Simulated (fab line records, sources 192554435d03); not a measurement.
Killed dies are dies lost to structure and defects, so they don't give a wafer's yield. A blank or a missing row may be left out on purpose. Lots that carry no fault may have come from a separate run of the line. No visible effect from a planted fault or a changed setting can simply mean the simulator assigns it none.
Split-lot study -- flow n5 finfet -- 7 lots, 21 wafers read, on a route of 1938 steps

== THE SPLIT ==
At N5_MOL_CONTACT_COAG_ETCH_15 (etches SiNx in CH3F/O2, stops on Si:P, target depth 7 nm), the setting source w was moved away from the recipe's 395 W on 7 of the 21 wafers read, by -15.7% to +11.2%. For the rest of the wafers, this setting stayed at what the recipe calls for.

The split's own step is where the reading is taken.

== THE READING ==
rf vpp V, in V, at N5_MOL_CONTACT_COAG_ETCH_15 (etches SiNx in CH3F/O2, stops on Si:P, target depth 7 nm). A value of 298 V with a standard deviation of 3.2 V is what fault-free wafers of this fab line usually give.

wafer,"tool, chamber at the split","source w as run, W",against the recipe,"rf vpp V, V",against lot-mates on the recipe
L075.1,"rie diel-03, 1",333.1,-15.7%,326,+23
L075.2,"rie diel-03, 2",395,recipe,303,-
L075.4,"rie diel-03, 0",333.1,-15.7%,318,+15
L084.4,"rie diel-04, 2",395,recipe,298,-
L084.5,"rie diel-04, 3",395,recipe,298,-
L084.6,"rie diel-04, 2",395,recipe,298,-
L085.1,"rie diel-03, 1",395,recipe,302,-
L085.3,"rie diel-03, 0",395,recipe,294,-
L085.4,"rie diel-03, 0",439.4,+11.2%,279,-19
L089.1,"rie diel-06, 1",395,recipe,294,-
L089.4,"rie diel-06, 3",395,recipe,300,-
L089.5,"rie diel-06, 2",395,recipe,295,-
L090.1,"rie diel-04, 3",395,recipe,298,-
L090.2,"rie diel-04, 1",395,recipe,298,-
L090.3,"rie diel-04, 0",437.7,+10.8%,283,-15
L091.1,"rie diel-03, 0",395,recipe,292,-
L091.2,"rie diel-03, 3",395,recipe,301,-
L091.6,"rie diel-03, 0",419.9,+6.3%,286,-10
L097.2,"rie diel-03, 1",395,recipe,301,-
L097.3,"rie diel-03, 2",434.4,+10.0%,289,-12
L097.4,"rie diel-03, 1",434.4,+10.0%,289,-12

FIT RESULTS
A straight line over all 21 wafers: rf vpp V changes by -1.43 V for each +1% of source w; r = -0.94; the points scatter about the line by 3.6 V.
The same after taking each lot's own level away (the mean of its wafers on the recipe; 21 wafers): -1.31 V for each +1%; r = -0.96; scatter 2.8 V.
On that fit, the largest move of source w shifts the reading by 20 V.
Measured against the standard deviation above, the lots' own levels, which go from 296.3 to 303.0 V, span 2.1 times it.
Consequently the slope shifts little with the lot-to-lot level, the two slopes agreeing.
Check: +18.6 V against its lot-mates is what the line predicts for one of the wafers moved furthest among these (-15.7%) when that wafer is left out of the fit. It came out at +23 V against them.
Tool readings at the split's step, against how far the setting was moved: rf vpp V r = -0.94.

== THE FILE'S OWN FIT ==
rf vpp V changes by -1.37 V for each +1% of source w, r = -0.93.
